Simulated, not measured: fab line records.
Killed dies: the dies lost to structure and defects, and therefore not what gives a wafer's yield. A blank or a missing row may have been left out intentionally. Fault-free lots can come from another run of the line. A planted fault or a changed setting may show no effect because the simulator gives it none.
fab line records / flow n5-finfet
[record] lots = 5 wafers = 13 last-day = 18
route steps=1938 shown BEOL_M11@1590 BEOL_M12@1602 PASSIVATION@1936
lots that met no fault: from a run of the same line without faults
start-h: start of the lot's first displayed wafer, in hours after the record's first day / wait-h: hours elapsed since this lot's preceding step / " repeats the value in the row above / L1.1+2: several wafers, shown together as one row / - either no value or no given start / * or withheld: withheld / < > ~ a bound
route shown NAME@n: names a module that has steps shown in the file, with the first one's number in the route / usual: mean/standard deviation of fault-free wafers / same: alike in all rows / chamber/n: place in a boat / sites: per-site readings / _std_site: their standard deviation / _edge_site: the outer-site mean with the inner-site mean subtracted / radius-mm: for every site, how far away it sits from the centre of the wafer / mask NAME#n: copy n / behind: tool/chamber where the wafer was last shaped / hold: the reason the lot was held/the length of the hold in hours/how it ended / device: names the non-switching transistor (n, p or np) / end of line: at the end of the route, the tests of the same wafers / a step without rows: its recipe alone / killed: dies lost to structure and defects at the first sort, not the wafer's yield / map: dies across one wafer; x = killed, . = not, _ = none there
set.NAME: the setting the step ran with; set.NAME@STEP: the setting that earlier step ran with / model.NAME: the simulator's own value behind a step, which no gauge read
lots seen at some steps along the route; tables by step, rows by wafer
services: from which hour (start-h, from the record's first day; less than 0 if before it) a tool's chamber was out of use, for how many hours, and why
[[steps]]
[step N5_BEOL_M11_ALD_74]
[recipe] material = TaN target-thk-a = 20 temp-c = 275 ald-precursor-family = PDMAT ald-co-reactant = NH3 pressure-torr = 3 carrier-flow-sccm = 1500 pulse-time-s = 2 purge-time-s = 3 co-reactant-purge-time-s = 2 co-reactant-pulse-time-s = 3 ald-cycles = 40 precursor-vessel-temp-c = 75 precursor-vessel-pressure-torr = 26.25 precursor-vessel-carrier-sccm = 1000
[step N5_BEOL_M11_SURFACE_TREAT_76]
[recipe] gas = Ar time-s = * ion-energy-ev = * ion-current-ma-cm2 = 0.5 pressure-mtorr = * ar-flow-sccm = 30
[step N5_BEOL_M11_CVD_75]
[recipe] material = Co target-thk-a = 20 temp-c = withheld precursor = CCTBA/H2 pressure-torr = 30 time-s = 138.9
[step N5_BEOL_M11_SPUTTER_48]
[recipe] material = Cu target-thk-a = 120 temp-c = -20 bias-v = 60 power-w = 26000 chamber-pressure-pa = 0.13 time-s = 2
[step N5_BEOL_M11_ECD_50]
[recipe] material = Cu target-thk-a = 3180
[step N5_BEOL_M11_ANNEAL_51]
[recipe] temp-c = 225 time-s = 90 ambient = N2
[step N5_BEOL_M11_CMP_52]
[recipe] stop-on = SiCOH_lowk t-overpolish-s = 7 down-force-psi = 1 platen-rpm = 50 clearing-platen-down-force-psi = 1.5 clearing-platen-rpm = 50 post-cmp-clean = cu-alkaline target-thk-nm = 140 clearing-platen-pad-velocity-m-s = 0.99484 pad-velocity-m-s = 0.99484
[step N5_BEOL_M11_PRE_CLEAN_55]
[recipe] gas = NH3 time-s = 15 temp-c = withheld rf-power-w = 300
[step N5_BEOL_M11_DEP_56]
[recipe] material = SiCN target-thk-a = 300 temp-c = withheld precursor = 3MS/NH3 pressure-torr = 3 rf-w = 675 time-s = 10.5
[step N5_BEOL_M12_ILD_DEP_00]
[recipe] material = SiOC target-thk-a = 6589.2 temp-c = 350 precursor = DEMS/O2 pressure-torr = 5 rf-w = 500 time-s = 130.7
[usual] heater-power-w = 505/73 showerhead-plenum-p-Torr = 5.688/0.014 throttle-valve-pct = 11.9/0.6
lot.wafer=L554.2 tool=pecvd-02 chamber=1 start-h=336.13 wait-h=0.0 heater-power-w=478 showerhead-plenum-p-Torr=5.694 throttle-valve-pct=11.8 model.SiOC_of_BEOL_M12_ILD_DEP_00.thk-nm=667
lot.wafer=L554.5 tool=pecvd-02 chamber=1 start-h=336.13 wait-h=0.0 heater-power-w=521 showerhead-plenum-p-Torr=5.687 throttle-valve-pct=11.8 model.SiOC_of_BEOL_M12_ILD_DEP_00.thk-nm=672.2
lot.wafer=L554.6 tool=pecvd-02 chamber=0 start-h=336.13 wait-h=0.0 heater-power-w=372 showerhead-plenum-p-Torr=5.672 throttle-valve-pct=11.5 model.SiOC_of_BEOL_M12_ILD_DEP_00.thk-nm=659.4
lot.wafer=L562.1 tool=pecvd-03 chamber=0 start-h=364.07 wait-h=0.0 heater-power-w=546 showerhead-plenum-p-Torr=5.689 throttle-valve-pct=12.9 model.SiOC_of_BEOL_M12_ILD_DEP_00.thk-nm=652.6
lot.wafer=L562.4 tool=pecvd-03 chamber=2 start-h=364.07 wait-h=0.0 heater-power-w=520 showerhead-plenum-p-Torr=5.707 throttle-valve-pct=11.3 model.SiOC_of_BEOL_M12_ILD_DEP_00.thk-nm=669.6
lot.wafer=L562.5 tool=pecvd-03 chamber=1 start-h=364.07 wait-h=0.0 heater-power-w=491 showerhead-plenum-p-Torr=5.684 throttle-valve-pct=12.6 model.SiOC_of_BEOL_M12_ILD_DEP_00.thk-nm=652
lot.wafer=L561.2 tool=pecvd-02 chamber=0 start-h=364.07 wait-h=0.0 heater-power-w=287 showerhead-plenum-p-Torr=5.672 throttle-valve-pct=11.6 model.SiOC_of_BEOL_M12_ILD_DEP_00.thk-nm=644.6
lot.wafer=L561.4 tool=pecvd-02 chamber=0 start-h=364.07 wait-h=0.0 heater-power-w=317 showerhead-plenum-p-Torr=5.688 throttle-valve-pct=11.7 model.SiOC_of_BEOL_M12_ILD_DEP_00.thk-nm=953.6
lot.wafer=L561.5 tool=pecvd-02 chamber=2 start-h=364.07 wait-h=0.0 heater-power-w=451 showerhead-plenum-p-Torr=5.697 throttle-valve-pct=11.6 model.SiOC_of_BEOL_M12_ILD_DEP_00.thk-nm=968.4
lot.wafer=L563.1 tool=pecvd-02 chamber=0 start-h=368.21 wait-h=0.0 heater-power-w=360 showerhead-plenum-p-Torr=5.667 throttle-valve-pct=11.8 model.SiOC_of_BEOL_M12_ILD_DEP_00.thk-nm=650.4
lot.wafer=L563.4 tool=pecvd-02 chamber=1 start-h=368.21 wait-h=0.0 heater-power-w=471 showerhead-plenum-p-Torr=5.695 throttle-valve-pct=11.5 model.SiOC_of_BEOL_M12_ILD_DEP_00.thk-nm=980.6
lot.wafer=L565.1 tool=pecvd-02 chamber=2 start-h=379.20 wait-h=0.0 heater-power-w=452 showerhead-plenum-p-Torr=5.689 throttle-valve-pct=11.5 model.SiOC_of_BEOL_M12_ILD_DEP_00.thk-nm=655.6
lot.wafer=L565.5 tool=pecvd-02 chamber=1 start-h=379.20 wait-h=0.0 heater-power-w=525 showerhead-plenum-p-Torr=5.690 throttle-valve-pct=11.8 model.SiOC_of_BEOL_M12_ILD_DEP_00.thk-nm=972.4
[step N5_BEOL_M12_THK_MEAS_01]
[recipe] reads = SiOC_of_BEOL_M12_ILD_DEP_00
[usual] M12_ILD_THK = 658/9.3
lot.wafer=L554.2 tool=film-metro-01 chamber=- start-h=336.26 wait-h=0.1 M12_ILD_THK[nm]=667
lot.wafer=L554.5 tool=film-metro-01 chamber=- start-h=336.26 wait-h=0.1 M12_ILD_THK[nm]=673
lot.wafer=L554.6 tool=film-metro-01 chamber=- start-h=336.26 wait-h=0.1 M12_ILD_THK[nm]=660
lot.wafer=L562.1 tool=film-metro-01 chamber=- start-h=364.20 wait-h=0.1 M12_ILD_THK[nm]=653
lot.wafer=L562.4 tool=film-metro-01 chamber=- start-h=364.20 wait-h=0.1 M12_ILD_THK[nm]=669
lot.wafer=L562.5 tool=film-metro-01 chamber=- start-h=364.20 wait-h=0.1 M12_ILD_THK[nm]=652
lot.wafer=L561.2 tool=film-metro-02 chamber=- start-h=364.20 wait-h=0.1 M12_ILD_THK[nm]=644
lot.wafer=L561.4 tool=film-metro-02 chamber=- start-h=364.20 wait-h=0.1 M12_ILD_THK[nm]=954
lot.wafer=L561.5 tool=film-metro-02 chamber=- start-h=364.20 wait-h=0.1 M12_ILD_THK[nm]=969
lot.wafer=L563.1 tool=film-metro-02 chamber=- start-h=368.35 wait-h=0.1 M12_ILD_THK[nm]=650
lot.wafer=L563.4 tool=film-metro-02 chamber=- start-h=368.35 wait-h=0.1 M12_ILD_THK[nm]=980
lot.wafer=L565.1 tool=film-metro-01 chamber=- start-h=379.33 wait-h=0.1 M12_ILD_THK[nm]=655
lot.wafer=L565.5 tool=film-metro-01 chamber=- start-h=379.33 wait-h=0.1 M12_ILD_THK[nm]=973
[step N5_BEOL_M12_COAT_58]
[recipe] resist = BARC temp-c = 205 time-s = 60 spin-rpm = 1500 resist-thk-nm = 89
[step N5_BEOL_M12_COAT_04]
[recipe] spin-rpm = 1625 resist-thk-nm = 400
[step N5_BEOL_M12_EBR_06]
[recipe] solvent = PGMEA ebr-width-mm = 1.5
[step N5_BEOL_M12_SOFTBAKE_05]
[recipe] temp-c = 130 time-s = 60
[step N5_BEOL_M12_EXPOSE_07]
[recipe] mask-id = V11 na = 0.93 source-shape = conventional sigma-outer = 0.6 polarization = unpolarized attpsm-phase-deg = 180 dose-mj = 32.5
[step N5_BEOL_M12_PEB_08]
[recipe] peb-temp-c = 130 peb-time-s = 90
[step N5_BEOL_M12_DEVELOP_09]
[recipe] develop-time-s = 45 rinse-liquid = diw dry = air-spin dev-temp-c = 21
[step N5_BEOL_M12_HARDBAKE_14]
[recipe] temp-c = 130 time-s = 120
[step N5_BEOL_M12_DESCUM_15]
[recipe] chemistry = O2 time-s = 7.9 source-power-w = 50 bias-power-w = 20 pressure-mtorr = 20 rf-frequency-hz = 2.712e+07 temp-c = 40 o2-flow-sccm = 225
[step N5_BEOL_M12_ETCH_59]
[recipe] chemistry = N2/H2 target = BARC target-depth-a = 890 overetch-a = 267 time-s = 67.9 ion-energy-ev = 200 pressure-mtorr = 30 source-w = 840 bias-w = 150 n2-flow-sccm = 200 h2-flow-sccm = 200
[step N5_BEOL_M12_VIA_ETCH_16]
[recipe] chemistry = C4F8/O2/Ar target = SiOC pressure-mtorr = 30 source-w = 3000 bias-w = 700 Ar_flow_sccm = 400 C4F8_flow_sccm = 15 O2_flow_sccm = 8 he-inner-torr = 15 he-outer-torr = 30 target-depth-a = 7248 time-s = withheld ion-energy-ev = 250 ends = cleared
[usual] drypump-motor-current-A = 5.7/0.37 mfc-ar-sccm = 400.1/1.4 oes-product-au = 0.72/0.068 rf-vpp-V = 666.8/2.6 showerhead-plenum-p-Torr = 3.46/0.084 throttle-valve-pct = 24.18/0.23
lot.wafer=L554.2 tool=rie-diel-02 chamber=1 start-h=336.89 wait-h=0.0 drypump-motor-current-A=5.4 mfc-ar-sccm=397.2 oes-product-au=0.71 rf-vpp-V=666.2 showerhead-plenum-p-Torr=3.42 throttle-valve-pct=23.88 model.etch.depth-nm=667 model.coat_of_BEOL_M12_COAT_04.thk-nm=118
lot.wafer=L554.5 tool=rie-diel-02 chamber=0 start-h=336.89 wait-h=0.0 drypump-motor-current-A=6.2 mfc-ar-sccm=401.3 oes-product-au=0.73 rf-vpp-V=669.5 showerhead-plenum-p-Torr=3.53 throttle-valve-pct=23.94 model.etch.depth-nm=672.3 model.coat_of_BEOL_M12_COAT_04.thk-nm=118
lot.wafer=L554.6 tool=rie-diel-02 chamber=2 start-h=336.89 wait-h=0.0 drypump-motor-current-A=5.5 mfc-ar-sccm=401.4 oes-product-au=0.68 rf-vpp-V=668.0 showerhead-plenum-p-Torr=3.52 throttle-valve-pct=24.17 model.etch.depth-nm=659.5 model.coat_of_BEOL_M12_COAT_04.thk-nm=121
lot.wafer=L562.1 tool=rie-diel-02 chamber=1 start-h=364.69 wait-h=0.0 drypump-motor-current-A=5.4 mfc-ar-sccm=399.4 oes-product-au=0.70 rf-vpp-V=666.2 showerhead-plenum-p-Torr=3.42 throttle-valve-pct=23.90 model.etch.depth-nm=652.5 model.coat_of_BEOL_M12_COAT_04.thk-nm=118.6
lot.wafer=L562.4 tool=rie-diel-02 chamber=0 start-h=364.69 wait-h=0.0 drypump-motor-current-A=6.2 mfc-ar-sccm=397.5 oes-product-au=0.72 rf-vpp-V=669.9 showerhead-plenum-p-Torr=3.52 throttle-valve-pct=23.96 model.etch.depth-nm=669.5 model.coat_of_BEOL_M12_COAT_04.thk-nm=115.4
lot.wafer=L562.5 tool=rie-diel-02 chamber=2 start-h=364.69 wait-h=0.0 drypump-motor-current-A=5.5 mfc-ar-sccm=399.7 oes-product-au=0.67 rf-vpp-V=669.2 showerhead-plenum-p-Torr=3.52 throttle-valve-pct=24.18 model.etch.depth-nm=651.9 model.coat_of_BEOL_M12_COAT_04.thk-nm=120
lot.wafer=L561.2 tool=rie-diel-02 chamber=0 start-h=365.00 wait-h=0.0 drypump-motor-current-A=6.3 mfc-ar-sccm=396.8 oes-product-au=0.72 rf-vpp-V=670.3 showerhead-plenum-p-Torr=3.52 throttle-valve-pct=23.95 model.etch.depth-nm=644.7 model.coat_of_BEOL_M12_COAT_04.thk-nm=124.6
lot.wafer=L561.4 tool=rie-diel-02 chamber=1 start-h=365.00 wait-h=0.0 drypump-motor-current-A=5.4 mfc-ar-sccm=400.3 oes-product-au=0.76 rf-vpp-V=667.1 showerhead-plenum-p-Torr=3.42 throttle-valve-pct=23.91 model.etch.depth-nm=953.7 model.coat_of_BEOL_M12_COAT_04.thk-nm=33.8
lot.wafer=L561.5 tool=rie-diel-02 chamber=0 start-h=365.00 wait-h=0.0 drypump-motor-current-A=6.3 mfc-ar-sccm=398.0 oes-product-au=0.78 rf-vpp-V=669.0 showerhead-plenum-p-Torr=3.52 throttle-valve-pct=23.98 model.etch.depth-nm=968.5 model.coat_of_BEOL_M12_COAT_04.thk-nm=30.2
lot.wafer=L563.1 tool=rie-diel-05 chamber=0 start-h=368.82 wait-h=0.0 drypump-motor-current-A=5.6 mfc-ar-sccm=401.7 oes-product-au=0.90 rf-vpp-V=669.8 showerhead-plenum-p-Torr=3.47 throttle-valve-pct=23.84 model.etch.depth-nm=650.4 model.coat_of_BEOL_M12_COAT_04.thk-nm=124
lot.wafer=L563.4 tool=rie-diel-05 chamber=3 start-h=368.82 wait-h=0.0 drypump-motor-current-A=5.4 mfc-ar-sccm=402.1 oes-product-au=0.92 rf-vpp-V=667.9 showerhead-plenum-p-Torr=3.53 throttle-valve-pct=24.29 model.etch.depth-nm=980.5 model.coat_of_BEOL_M12_COAT_04.thk-nm=29.4
lot.wafer=L565.1 tool=rie-diel-03 chamber=3 start-h=379.84 wait-h=0.0 drypump-motor-current-A=5.9 mfc-ar-sccm=399.5 oes-product-au=0.74 rf-vpp-V=665.9 showerhead-plenum-p-Torr=3.46 throttle-valve-pct=24.44 model.etch.depth-nm=655.7 model.coat_of_BEOL_M12_COAT_04.thk-nm=126.6
lot.wafer=L565.5 tool=rie-diel-03 chamber=1 start-h=379.84 wait-h=0.0 drypump-motor-current-A=5.4 mfc-ar-sccm=398.7 oes-product-au=0.85 rf-vpp-V=668.9 showerhead-plenum-p-Torr=3.48 throttle-valve-pct=24.30 model.etch.depth-nm=972.4 model.coat_of_BEOL_M12_COAT_04.thk-nm=32.4
[step N5_BEOL_M12_STRIP_63]
[recipe] chemistry = N2/H2 power-w = 1000 temp-c = 250 h2-frac = 0.65 overash-fraction = 0.3 pressure-mtorr = 1000 n2-flow-sccm = 1750 h2-flow-sccm = 3250
[usual] drypump-motor-current-A = 5.7/0.4 heater-power-w = 334/19 oes-product-au = 0.693/0.0049 strip-time-to-endpoint-s = 42.3/1
lot.wafer=L554.2 tool=plasma-asher-02 chamber=1 start-h=337.09 wait-h=- drypump-motor-current-A=6.3 heater-power-w=349 oes-product-au=0.688 rf-hours-counter-h=88 strip-time-to-endpoint-s=41.1
lot.wafer=L554.5 tool=plasma-asher-02 chamber=0 start-h=337.09 wait-h=- drypump-motor-current-A=5.9 heater-power-w=325 oes-product-au=0.690 rf-hours-counter-h=- strip-time-to-endpoint-s=41.2
lot.wafer=L554.6 tool=plasma-asher-02 chamber=1 start-h=337.09 wait-h=- drypump-motor-current-A=6.2 heater-power-w=348 oes-product-au=0.687 rf-hours-counter-h=- strip-time-to-endpoint-s=41.9
lot.wafer=L562.1 tool=plasma-asher-02 chamber=0 start-h=364.89 wait-h=- drypump-motor-current-A=5.9 heater-power-w=327 oes-product-au=0.698 rf-hours-counter-h=94 strip-time-to-endpoint-s=41.3
lot.wafer=L562.4 tool=plasma-asher-02 chamber=1 start-h=364.89 wait-h=- drypump-motor-current-A=6.2 heater-power-w=345 oes-product-au=0.690 rf-hours-counter-h=- strip-time-to-endpoint-s=40.4
lot.wafer=L562.5 tool=plasma-asher-02 chamber=1 start-h=364.89 wait-h=- drypump-motor-current-A=6.2 heater-power-w=343 oes-product-au=0.697 rf-hours-counter-h=- strip-time-to-endpoint-s=41.7
lot.wafer=L561.2 tool=plasma-asher-01 chamber=0 start-h=365.21 wait-h=- drypump-motor-current-A=5.6 heater-power-w=304 oes-product-au=0.697 rf-hours-counter-h=143 strip-time-to-endpoint-s=42.9
lot.wafer=L561.4 tool=plasma-asher-01 chamber=0 start-h=365.21 wait-h=- drypump-motor-current-A=5.6 heater-power-w=307 oes-product-au=0.646 rf-hours-counter-h=- strip-time-to-endpoint-s=16.4
lot.wafer=L561.5 tool=plasma-asher-01 chamber=1 start-h=365.21 wait-h=- drypump-motor-current-A=5.1 heater-power-w=344 oes-product-au=0.649 rf-hours-counter-h=- strip-time-to-endpoint-s=15.2
lot.wafer=L563.1 tool=plasma-asher-02 chamber=0 start-h=369.02 wait-h=- drypump-motor-current-A=5.9 heater-power-w=334 oes-product-au=0.686 rf-hours-counter-h=95 strip-time-to-endpoint-s=42.8
lot.wafer=L563.4 tool=plasma-asher-02 chamber=0 start-h=369.02 wait-h=- drypump-motor-current-A=5.9 heater-power-w=338 oes-product-au=0.632 rf-hours-counter-h=- strip-time-to-endpoint-s=14.9
lot.wafer=L565.1 tool=plasma-asher-02 chamber=0 start-h=380.04 wait-h=- drypump-motor-current-A=5.9 heater-power-w=328 oes-product-au=0.696 rf-hours-counter-h=98 strip-time-to-endpoint-s=43.4
lot.wafer=L565.5 tool=plasma-asher-02 chamber=1 start-h=380.04 wait-h=- drypump-motor-current-A=6.1 heater-power-w=347 oes-product-au=0.645 rf-hours-counter-h=- strip-time-to-endpoint-s=15.9
[step N5_BEOL_M12_STRIP_64]
[recipe] chemistry = N2/H2 power-w = 1000 temp-c = 250 h2-frac = 0.65 overash-fraction = 0.3 pressure-mtorr = withheld n2-flow-sccm = 1750 h2-flow-sccm = 3250
[step N5_BEOL_M12_STRIP_71]
[recipe] chemistry = post-etch-residue-remover time-s = 60 temp-c = 25 remover-ph = withheld remover-water-wt-pct = withheld remover-fluoride-wt-pct = withheld
[step N5_BEOL_M12_SRD_72]
[recipe] time-s = 30 temp-c = 23 rinse-liquid = diw dry = n2-spin spin-rpm = 1500 dry-time-s = 30
[step N5_BEOL_M12_COAT_65]
[recipe] resist = SOC temp-c = 250 time-s = 60 spin-rpm = 1500 resist-thk-nm = 300
[step N5_BEOL_M12_COAT_66]
[recipe] resist = SiARC temp-c = 220 time-s = 60 spin-rpm = 1500 resist-thk-nm = 110
[step N5_BEOL_M12_COAT_22]
[recipe] spin-rpm = 2888 resist-thk-nm = 300
[step N5_BEOL_M12_EBR_24]
[recipe] solvent = PGMEA ebr-width-mm = 1.5
[step N5_BEOL_M12_SOFTBAKE_23]
[recipe] temp-c = 130 time-s = 60
[step N5_BEOL_M12_EXPOSE_25]
[recipe] mask-id = M12 na = 0.93 source-shape = conventional sigma-outer = 0.4 polarization = unpolarized dose-mj = 21.8
[step N5_BEOL_M12_PEB_26]
[recipe] peb-temp-c = 130 peb-time-s = 90
[step N5_BEOL_M12_DEVELOP_27]
[recipe] develop-time-s = 45 rinse-liquid = diw dry = air-spin dev-temp-c = 21
[step N5_BEOL_M12_HARDBAKE_32]
[recipe] temp-c = 130 time-s = 120
[step N5_BEOL_M12_CMP_49]
[recipe] stop-on = SiOC t-overpolish-s = 20.6 down-force-psi = 1 platen-rpm = 50 clearing-platen-down-force-psi = 1.5 clearing-platen-rpm = 50 post-cmp-clean = cu-alkaline target-thk-nm = 320 clearing-platen-pad-velocity-m-s = 0.99484 pad-velocity-m-s = 0.99484
[usual] edge-zone-pressure-frac = 1.000/0.0049 motor-current-A = 6.0/0.58 slurry-filter-dp-kPa = 13.48/0.13
lot.wafer=L554.2 tool=cmp-04 chamber=2 start-h=341.61 wait-h=0.3 edge-zone-pressure-frac=1.006 motor-current-A=6.2 slurry-filter-dp-kPa=13.53 model.SiOC_of_BEOL_M12_ILD_DEP_00.thk-nm=606
lot.wafer=L554.5 tool=cmp-04 chamber=0 start-h=341.61 wait-h=0.3 edge-zone-pressure-frac=0.995 motor-current-A=5.5 slurry-filter-dp-kPa=13.50 model.SiOC_of_BEOL_M12_ILD_DEP_00.thk-nm=611.6
lot.wafer=L554.6 tool=cmp-04 chamber=1 start-h=341.61 wait-h=0.3 edge-zone-pressure-frac=0.996 motor-current-A=6.1 slurry-filter-dp-kPa=13.49 model.SiOC_of_BEOL_M12_ILD_DEP_00.thk-nm=600.4
lot.wafer=L562.4 tool=cmp-04 chamber=2 start-h=367.86 wait-h=0.2 edge-zone-pressure-frac=0.992 motor-current-A=6.6 slurry-filter-dp-kPa=13.16 model.SiOC_of_BEOL_M12_ILD_DEP_00.thk-nm=608.8
lot.wafer=L562.1 tool=cmp-04 chamber=3 start-h=367.86 wait-h=0.2 edge-zone-pressure-frac=0.996 motor-current-A=6.3 slurry-filter-dp-kPa=13.29 model.SiOC_of_BEOL_M12_ILD_DEP_00.thk-nm=590
lot.wafer=L562.5 tool=cmp-04 chamber=2 start-h=367.86 wait-h=0.2 edge-zone-pressure-frac=0.994 motor-current-A=6.4 slurry-filter-dp-kPa=13.55 model.SiOC_of_BEOL_M12_ILD_DEP_00.thk-nm=591.4
lot.wafer=L561.2 tool=cmp-03 chamber=1 start-h=368.36 wait-h=0.3 edge-zone-pressure-frac=0.995 motor-current-A=6.4 slurry-filter-dp-kPa=13.53 model.SiOC_of_BEOL_M12_ILD_DEP_00.thk-nm=584.4
lot.wafer=L561.4 tool=cmp-03 chamber=2 start-h=368.36 wait-h=0.3 edge-zone-pressure-frac=0.999 motor-current-A=5.8 slurry-filter-dp-kPa=13.52 model.SiOC_of_BEOL_M12_ILD_DEP_00.thk-nm=895.4
lot.wafer=L561.5 tool=cmp-03 chamber=3 start-h=368.36 wait-h=0.3 edge-zone-pressure-frac=1.006 motor-current-A=6.0 slurry-filter-dp-kPa=13.60 model.SiOC_of_BEOL_M12_ILD_DEP_00.thk-nm=908.2
lot.wafer=L563.4 tool=cmp-03 chamber=3 start-h=376.90 wait-h=0.2 edge-zone-pressure-frac=1.003 motor-current-A=6.5 slurry-filter-dp-kPa=13.49 model.SiOC_of_BEOL_M12_ILD_DEP_00.thk-nm=920.6
lot.wafer=L563.1 tool=cmp-03 chamber=0 start-h=376.90 wait-h=0.2 edge-zone-pressure-frac=1.001 motor-current-A=5.0 slurry-filter-dp-kPa=13.34 model.SiOC_of_BEOL_M12_ILD_DEP_00.thk-nm=589.8
lot.wafer=L565.1 tool=cmp-01 chamber=3 start-h=383.45 wait-h=0.4 edge-zone-pressure-frac=0.998 motor-current-A=6.2 slurry-filter-dp-kPa=13.47 model.SiOC_of_BEOL_M12_ILD_DEP_00.thk-nm=595.6
lot.wafer=L565.5 tool=cmp-01 chamber=0 start-h=383.45 wait-h=0.4 edge-zone-pressure-frac=1.000 motor-current-A=6.2 slurry-filter-dp-kPa=13.39 model.SiOC_of_BEOL_M12_ILD_DEP_00.thk-nm=910.4
[step N5_PASSIVATION_PROBE_49]
[usual] defect-limited-yield = 91.0/1.4 killed_at_M0_to_M3 = 34/10 killed_at_M4_up = 15/5.5 killed-at-contacts = 12/6.1 killed-at-front-end = 41/12 killed-at-other = 4/3.4 killed-dies = 106/17 killed-open = 70/13 killed-short = 34/7.4 sort_bin_5_function = 5.3/1 sort_bin_6_memory = 3.4/0.69 sort_bin_8_speed = 0.03/0.22 sort-n-pass = 1073/17 sort-yield-pct = 91.0/1.4
[same] gross-dies = 1180 killed-at-back-side = 0 sort_bin_4_leakage[%] = 0
lot.wafer=L563.1 tool=prober-01 chamber=- start-h=419.58 wait-h=0.0 defect-limited-yield[%]=89.6 killed_at_M0_to_M3=19 killed_at_M4_up=12 killed-at-contacts=14 killed-at-front-end=72 killed-at-other=6 killed-dies=123 killed-open=85 killed-short=38 sort_bin_5_function[%]=6.4 sort_bin_6_memory[%]=3.9 sort_bin_8_speed[%]=0 sort-n-pass=1057 sort-yield-pct[%]=89.6
lot.wafer=L563.4 tool=prober-01 chamber=- start-h=419.73 wait-h=0.2 defect-limited-yield[%]=92.8 killed_at_M0_to_M3=23 killed_at_M4_up=10 killed-at-contacts=9 killed-at-front-end=36 killed-at-other=7 killed-dies=85 killed-open=57 killed-short=26 sort_bin_5_function[%]=5.1 sort_bin_6_memory[%]=1.9 sort_bin_8_speed[%]=0 sort-n-pass=1095 sort-yield-pct[%]=92.8
lot.wafer=L565.1 tool=prober-02 chamber=- start-h=426.30 wait-h=0.0 defect-limited-yield[%]=91.5 killed_at_M0_to_M3=18 killed_at_M4_up=12 killed-at-contacts=10 killed-at-front-end=60 killed-at-other=0 killed-dies=100 killed-open=66 killed-short=33 sort_bin_5_function[%]=5.2 sort_bin_6_memory[%]=3.1 sort_bin_8_speed[%]=0 sort-n-pass=1080 sort-yield-pct[%]=91.5
lot.wafer=L565.5 tool=prober-02 chamber=- start-h=426.50 wait-h=0.2 defect-limited-yield[%]=88.1 killed_at_M0_to_M3=33 killed_at_M4_up=12 killed-at-contacts=16 killed-at-front-end=67 killed-at-other=13 killed-dies=141 killed-open=85 killed-short=55 sort_bin_5_function[%]=7.0 sort_bin_6_memory[%]=4.9 sort_bin_8_speed[%]=0 sort-n-pass=1039 sort-yield-pct[%]=88.1
// killed by level:class
L563.1 STI_FIN_REVEAL:geometric-particle:open=23 FIN_SAQP:geometric-particle:short=10 MOL_CONTACT_COAG:geometric-particle:open=10 FIN_SAQP:geometric-particle:open=8 BEOL_M4:geometric-particle:open=8 DUMMY_GATE:geometric-particle:open=7 GATE_CUT:geometric-particle:short=6 BEOL_M2:geometric-particle:open=5
L563.4 STI_FIN_REVEAL:geometric-particle:open=10 MOL_CONTACT_COAG:geometric-particle:open=8 GATE_CUT:geometric-particle:short=7 BEOL_M0_SAQP:geometric-particle:open=5 DUMMY_GATE:geometric-particle:open=4 BEOL_M0_SAQP:geometric-particle:short=4 BEOL_M3:geometric-particle:open=4 BEOL_M4:geometric-particle:open=4
L565.1 STI_FIN_REVEAL:geometric-particle:open=17 FIN_SAQP:geometric-particle:short=14 FIN_SAQP:geometric-particle:open=11 MOL_CONTACT_COAG:geometric-particle:open=8 BEOL_M1:geometric-particle:open=6 BEOL_M4:geometric-particle:open=5 BEOL_M2:geometric-particle:open=5 SPACER0:geometric-particle:open=4
L565.5 STI_FIN_REVEAL:geometric-particle:open=21 FIN_SAQP:geometric-particle:short=18 BEOL_M1:geometric-particle:open=13 MOL_CONTACT_COAG:geometric-particle:open=10 GATE_CUT:geometric-particle:short=9 BEOL_M3:geometric-particle:open=9 FIN_SAQP:geometric-particle:open=8 MOL_CONTACT_COAG:geometric-particle:short=6
[[services]]
tool=pecvd-02 chamber=0 start-h=314.55 hours=5.5 kind=scheduled-down
tool=rie-diel-05 chamber=3 start-h=316.44 hours=- kind=clean
tool=rie-diel-05 chamber=3 start-h=316.44 hours=- kind=consumable-replace:focus-ring
tool=rie-diel-05 chamber=3 start-h=316.44 hours=19.1 kind=scheduled-down
tool=rie-diel-05 chamber=3 start-h=316.44 hours=19.1 kind=vent-cycle
tool=rie-diel-02 chamber=3 start-h=318.66 hours=- kind=clean
tool=rie-diel-02 chamber=3 start-h=318.66 hours=- kind=consumable-replace:focus-ring
tool=rie-diel-02 chamber=3 start-h=318.66 hours=- kind=consumable-replace:showerhead
tool=rie-diel-02 chamber=3 start-h=318.66 hours=21.9 kind=scheduled-down
tool=rie-diel-02 chamber=3 start-h=318.66 hours=21.9 kind=vent-cycle
tool=cmp-04 chamber=- start-h=328.23 hours=0.4 kind=repair
tool=pecvd-03 chamber=- start-h=332.55 hours=0.9 kind=repair
tool=pecvd-03 chamber=- start-h=334.37 hours=1.9 kind=repair
tool=rie-diel-05 chamber=0 start-h=335.62 hours=- kind=clean
tool=rie-diel-05 chamber=0 start-h=335.62 hours=- kind=consumable-replace:focus-ring
tool=rie-diel-05 chamber=0 start-h=335.62 hours=25.1 kind=scheduled-down
tool=rie-diel-02 chamber=2 start-h=340.01 hours=10.3 kind=repair
tool=cmp-04 chamber=- start-h=341.91 hours=0.4 kind=repair
tool=cmp-01 chamber=- start-h=349.02 hours=4.0 kind=pm
tool=pecvd-03 chamber=2 start-h=356.17 hours=2.1 kind=scheduled-down
tool=rie-diel-05 chamber=3 start-h=359.97 hours=5.1 kind=repair
tool=cmp-04 chamber=- start-h=361.67 hours=0.7 kind=repair
tool=cmp-03 chamber=- start-h=365.02 hours=1.9 kind=repair
tool=plasma-asher-02 chamber=- start-h=375.21 hours=1.4 kind=repair
[[key]]
[first-sign] step = N5_BEOL_M12_THK_MEAS_01 reading = M12_ILD_THK direction = up sigmas = 33 usual = 658 struck = 969
[effect] step = N5_BEOL_M12_STRIP_63 reading = strip-time-to-endpoint-s direction = down sigmas = 26 usual = * struck = *
[model-effect] step = N5_BEOL_M12_ILD_DEP_00 value = SiOC_of_BEOL_M12_ILD_DEP_00.thk-nm without = 662 struck = 968.8
[model-effect] step = N5_BEOL_M12_VIA_ETCH_16 value = etch.depth-nm without = 662 struck = 968.8
[model-effect] step = N5_BEOL_M12_CMP_49 value = SiOC_of_BEOL_M12_ILD_DEP_00.thk-nm without = 601.9 struck = 908.7
met-at N5_BEOL_M12_ILD_DEP_00
struck-wafers L561.4,L561.5,L563.4,L565.5
onset-between 336.13 364.07
[fault] kind = process-parameter-drift tool = pecvd-02 chamber = - onset-h = 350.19 steps = N5_BEOL_M12_ILD_DEP_00 channel = target-thk-a offset = * shape = step end-h = 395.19 scope = struck-wafers-only acts-in = * stated = *
